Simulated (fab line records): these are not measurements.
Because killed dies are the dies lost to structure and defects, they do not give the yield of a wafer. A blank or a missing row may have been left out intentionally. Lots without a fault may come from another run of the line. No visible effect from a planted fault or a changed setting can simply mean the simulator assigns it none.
What tool caused it? -- flow nand harc -- 10 lots, 30 wafers sampled, at 9 steps of a route of 1302

== WHAT THE GAUGES SHOWED, per wafer ==
NHARC_A_ONON_D1_THK_MEAS_14: measures by ellipsometry.
lot,measured,on,thk nm (nm)
L361,day 8 03:31,film metro-02,1009 1007 1007
L362,day 8 03:31,film metro-01,994 994 991
L363,day 8 22:01,film metro-01,1033 1034 1034
L367,day 10 01:21,film metro-01,996 995 994
L366,day 10 01:21,film metro-02,1012 1011 1011
L374,day 13 02:44,film metro-02,1006 1007 1006
L376,day 13 21:23,film metro-02,996 996 997
L380,day 15 10:10,film metro-01,988 991 988
L383,day 17 06:46,film metro-02,1015 1015 1016
L384,day 17 12:21,film metro-01,1000 1000 1000

NHARC_A_ONON_D1_THK_MEAS_27: measures by ellipsometry.
lot,measured,on,thk nm (nm)
L361,day 8 12:59,film metro-01,996 999 998
L362,day 8 12:59,film metro-02,1002 1002 1002
L363,day 9 07:20,film metro-01,1007 1010 1009
L367,day 10 12:43,film metro-02,982 982 982
L366,day 10 12:41,film metro-01,1016 1013 1016
L374,day 13 12:18,film metro-01,1003 1001 1002
L376,day 14 06:52,film metro-02,1007 1004 1002
L380,day 15 19:40,film metro-02,989 992 991
L383,day 17 16:16,film metro-02,996 995 994
L384,day 18 00:11,film metro-02,1005 1006 1005

NHARC_A_CHANNEL_HOLE_D1_CD_MEAS_10: the cd target is 100 nm.
lot,measured,on,cd nm (nm)
L361,day 8 18:54,cd sem-01,99.7 99.8 100.3
L362,day 8 18:43,cd sem-01,100.1 98.8 99.5
L363,day 9 14:13,cd sem-03,99.3 99.9 99.6
L367,day 10 16:34,cd sem-03,100.1 100.0 99.7
L366,day 10 16:25,cd sem-03,99.7 100.0 99.1
L374,day 13 16:11,cd sem-02,91.2 92.1 91.6
L376,day 14 13:57,cd sem-03,94.0 92.8 93.1
L380,day 16 02:04,cd sem-03,98.5 99.9 100.1
L383,day 17 21:13,cd sem-03,100.4 99.3 100.1
L384,day 18 06:52,cd sem-03,100.7 99.5 99.3

NHARC_A_CHANNEL_HOLE_D1_CD_MEAS_18.
lot,measured,on,cd nm (nm)
L361,day 8 20:12,cd sem-03,101.0 98.5 97.6
L362,day 8 20:00,cd sem-02,103.7 103.3 97.4
L363,day 9 15:31,cd sem-02,102.5 102.6 98.4
L367,day 10 18:19,cd sem-03,98.5 98.3 99.6
L366,day 10 17:53,cd sem-02,101.2 105.4 103.1
L374,day 13 17:29,cd sem-01,90.8 88.9 88.5
L376,day 14 16:45,cd sem-01,94.1 89.9 91.9
L380,day 16 03:22,cd sem-03,97.7 99.0 97.6
L383,day 17 22:31,cd sem-01,99.3 95.6 95.1
L384,day 18 08:10,cd sem-02,100.9 95.9 96.7

NHARC_A_CHANNEL_HOLE_D1_CD_MEAS_30.
lot,measured,on,cd nm (nm)
L361,day 9 01:49,cd sem-01,90.6 88.5 90.0
L362,day 9 01:36,cd sem-02,92.3 90.0 88.8
L363,day 9 21:19,cd sem-02,88.9 90.3 88.1
L367,day 11 01:18,cd sem-03,90.5 93.1 91.8
L366,day 11 03:38,cd sem-02,89.6 90.5 88.6
L374,day 13 23:04,cd sem-01,79.7 80.9 80.8
L376,day 14 23:14,cd sem-03,82.3 83.7 82.6
L380,day 16 08:59,cd sem-02,87.7 88.2 89.8
L383,day 18 04:07,cd sem-01,89.7 89.5 90.8
L384,day 18 16:23,cd sem-02,91.6 91.5 88.0

NHARC_END_SORT_01.
lot,measured,on,killed at array,killed at other,killed at periphery,killed dies,killed open,killed short
L374,day 29 17:09,prober-02,29 22 33,2 1 1,13 9 13,44 32 47,1 2 4,2 0 2

== EACH LOT AND THE TOOL THAT RAN IT (in order: tool; ch and the chambers of the sampled wafers; start) ==
lot,NHARC_A_CHANNEL_HOLE_D1_EXPOSE_07,NHARC_A_CHANNEL_HOLE_D1_ETCH_19,NHARC_A_CHANNEL_HOLE_D1_XSEM_31
L361,"arfi scanner-01 ch 0, day 8 18:46","har etch-02 ch 0,1, day 8 20:17","xsem-02 ch 0, day 9 01:54"
L362,"arfi scanner-03 ch 0, day 8 18:35","har etch-01 ch 0,1, day 8 20:06","xsem-01 ch 0, day 9 01:41"
L363,"arfi scanner-03 ch 0, day 9 14:05","har etch-01 ch 0,1, day 9 15:36","xsem-02 ch 0, day 9 21:24"
L367,"arfi scanner-02 ch 0, day 10 16:26","har etch-01 ch 0,1, day 10 19:47","xsem-01 ch 0, day 11 01:23"
L366,"arfi scanner-01 ch 0, day 10 16:17","har etch-02 ch 0, day 10 18:02","xsem-02 ch 0, day 11 03:44"
L374,"arfi scanner-02 ch 0, day 13 16:03","har etch-01 ch 0,1, day 13 17:36","xsem-02 ch 0, day 13 23:09"
L376,"arfi scanner-02 ch 0, day 14 13:49","har etch-02 ch 0,1, day 14 17:34","xsem-02 ch 0, day 14 23:20"
L380,"arfi scanner-03 ch 0, day 16 01:56","har etch-02 ch 0,1, day 16 03:28","xsem-01 ch 0, day 16 09:04"
L383,"arfi scanner-01 ch 0, day 17 21:04","har etch-01 ch 0,1, day 17 22:37","xsem-02 ch 0, day 18 04:12"
L384,"arfi scanner-03 ch 0, day 18 06:44","har etch-02 ch 0,1, day 18 10:46","xsem-01 ch 0, day 18 16:29"
- NHARC_A_CHANNEL_HOLE_D1_EXPOSE_07: exposes mask HOLE D1, target cd 100 nm.
- NHARC_A_CHANNEL_HOLE_D1_ETCH_19: etches the open film in C4F8/O2/Ar, time 34.5 s.
- NHARC_A_CHANNEL_HOLE_D1_XSEM_31

== AS READ BY THE TOOLS THEMSELVES (means over the sampled wafers that have a number; for cases with no such wafer, the mark the record gives instead) ==
NHARC_A_CHANNEL_HOLE_D1_EXPOSE_07.
lot,tool,exposure dose mJ cm2
L361,arfi scanner-01,59.61
L362,arfi scanner-03,59.69
L363,arfi scanner-03,59.62
L367,arfi scanner-02,59.62
L366,arfi scanner-01,59.67
L374,arfi scanner-02,49.89
L376,arfi scanner-02,51.89
L380,arfi scanner-03,59.70
L383,arfi scanner-01,59.61
L384,arfi scanner-03,59.63

NHARC_A_CHANNEL_HOLE_D1_ETCH_19.
lot,tool,chamber pressure mTorr (mTorr),drypump motor current A (A),showerhead plenum p Torr (Torr),throttle valve pct (%)
L361,har etch-02,15.00,6.5,3.72,37.046
L362,har etch-01,14.99,6.1,3.78,37.039
L363,har etch-01,15.00,6.1,3.77,37.041
L367,har etch-01,14.99,6.1,3.76,37.029
L366,har etch-02,15.00,5.8,3.54,37.043
L374,har etch-01,15.01,6.1,3.74,37.039
L376,har etch-02,15.00,6.1,3.59,37.034
L380,har etch-02,14.85,6.2,3.58,37.035
L383,har etch-01,14.99,6.1,3.70,37.042
L384,har etch-02,15.00,6.5,3.82,37.028

NHARC_A_CHANNEL_HOLE_D1_XSEM_31.
lot,tool,bot cd nm (nm),bow nm (nm),tilt deg (degrees)
L361,xsem-02,74.7,9.21,0.09
L362,xsem-01,74.3,8.91,0.16
L363,xsem-02,74.3,9.06,0.08
L367,xsem-01,76.2,8.62,0.04
L366,xsem-02,73.8,8.74,0.09
L374,xsem-02,64.6,8.66,0.10
L376,xsem-02,67.2,8.75,0.09
L380,xsem-01,73.7,8.71,0.11
L383,xsem-02,75.2,8.98,0.02
L384,xsem-01,75.2,8.71,0.05

== THE ANSWER, worked out from the rows above alone ==
Rule: what is usual is taken from the lots themselves. The widest of any qualifying gaps counts: lots, ordered by their means at a reading, are off when they make up no more than a third of the lots, leave a main group of 4 or more, and stand apart from it by 3 or more times the standard deviation of that group's means. If all means in a main group match to the digits the tables above print for the reading, that group is not used. A lot without any number at a reading at which 4 lots or more have one is off too. The other lots that the step has rows for count as sound. First the gauges in route order, then the tools' own readings, where a lot's mean is used as printed above. The first step at which some lot is off is used, and at that step the reading that is off furthest; a lot without a number counts as furthest.
Off, at NHARC_A_CHANNEL_HOLE_D1_CD_MEAS_10 on cd nm: L374, L376. Main group: mean 99.7 nm, sd 0.19.
A tool fits if, at a process step before that reading, it ran every lot that is off, and no sound lot after the first of them. The gauges at NHARC_A_CHANNEL_HOLE_D1_CD_MEAS_10 aren't tried: what is off there is off at NHARC_A_CHANNEL_HOLE_D1_EXPOSE_07 too, on other tools, and a gauge's error can't cause that. One fits: NHARC_A_CHANNEL_HOLE_D1_EXPOSE_07 on arfi scanner-02. Its last sound lot is L367 (day 10 16:26), its first lot that is off L374 (day 13 16:03): a fault that began between those two fits.
The tool's own readings at NHARC_A_CHANNEL_HOLE_D1_EXPOSE_07 bear it out: on the lots that are off they differ by more than 5 times the standard deviation of the sound lots' means. exposure dose mJ cm2 reads 50.89 there against 59.64 on the sound lots.

== WHAT HAD BEEN PUT IN BY THE SIMULATOR ==
Drift in process parameters on arfi scanner-02 at NHARC_A_CHANNEL_HOLE_D1_EXPOSE_07, starting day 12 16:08. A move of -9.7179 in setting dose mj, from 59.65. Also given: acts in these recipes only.
Struck lots among those shown: L374, L376. The rule above found the same.
